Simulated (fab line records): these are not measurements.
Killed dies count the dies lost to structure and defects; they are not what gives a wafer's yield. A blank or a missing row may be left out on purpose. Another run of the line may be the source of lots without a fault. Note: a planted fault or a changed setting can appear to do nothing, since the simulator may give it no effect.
Matching of chambers :: flow nand_harc :: pecvd-04 running NHARC_A_STAIRCASE_DEP_417: 3 sister chambers
The step deposits Si3N4, target thk 60 nm. 3 wafers are shown with their chamber, then 12 later ones without.

WAFERS PAIRED WITH THEIR CHAMBERS
wafer: L086.2
chamber: 1
heater_power_w (W): 676

wafer: L086.3
chamber: 0
heater_power_w (W): 548

wafer: L086.5
chamber: 2
heater_power_w (W): 554

WAFERS WITH NO CHAMBER GIVEN
wafer: L090.3
heater_power_w (W): 699

wafer: L090.4
heater_power_w (W): 702

wafer: L090.5
heater_power_w (W): 652

wafer: L092.2
heater_power_w (W): 566

wafer: L092.3
heater_power_w (W): 665

wafer: L092.4
heater_power_w (W): 682

wafer: L092.1
heater_power_w (W): 819

wafer: L092.5
heater_power_w (W): 666

wafer: L092.6
heater_power_w (W): 588

wafer: L097.2
heater_power_w (W): 620

wafer: L097.3
heater_power_w (W): 696

wafer: L097.6
heater_power_w (W): 714

THE CHAMBER EACH PASSED THROUGH
wafer: L090.3
from the rows above: 1
in truth: 1

wafer: L090.4
from the rows above: 1
in truth: 1

wafer: L090.5
from the rows above: can't be placed: 1 or 2 or 0
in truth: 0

wafer: L092.2
from the rows above: can't be placed: 2 or 0
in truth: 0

wafer: L092.3
from the rows above: 1
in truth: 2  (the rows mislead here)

wafer: L092.4
from the rows above: 1
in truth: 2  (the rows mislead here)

wafer: L092.1
from the rows above: 1
in truth: 1

wafer: L092.5
from the rows above: 1
in truth: 1

wafer: L092.6
from the rows above: can't be placed: 2 or 0 or 1
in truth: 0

wafer: L097.2
from the rows above: can't be placed: 1 or 2 or 0
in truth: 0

wafer: L097.3
from the rows above: 1
in truth: 1

wafer: L097.6
from the rows above: 1
in truth: 1
Correct placement for 6 of the 12. These rows do not allow placing 4 (true chamber among the candidates in 4). Wrongly placed: 2.
How it was worked out, from the rows above alone: a wafer's distance from a chamber is the root of the sum, over the readings, of the square of ((its reading less the chamber's mean) divided by the reading's scatter). If the next closest chamber is less than 2 further off than the closest, the wafer can't be placed; otherwise it belongs to the closest. The mean given for a chamber averages the wafers shown for that chamber. The scatter: with one shown wafer a chamber, the root of the mean of the squares of how far each hidden wafer lies from its nearest shown one.
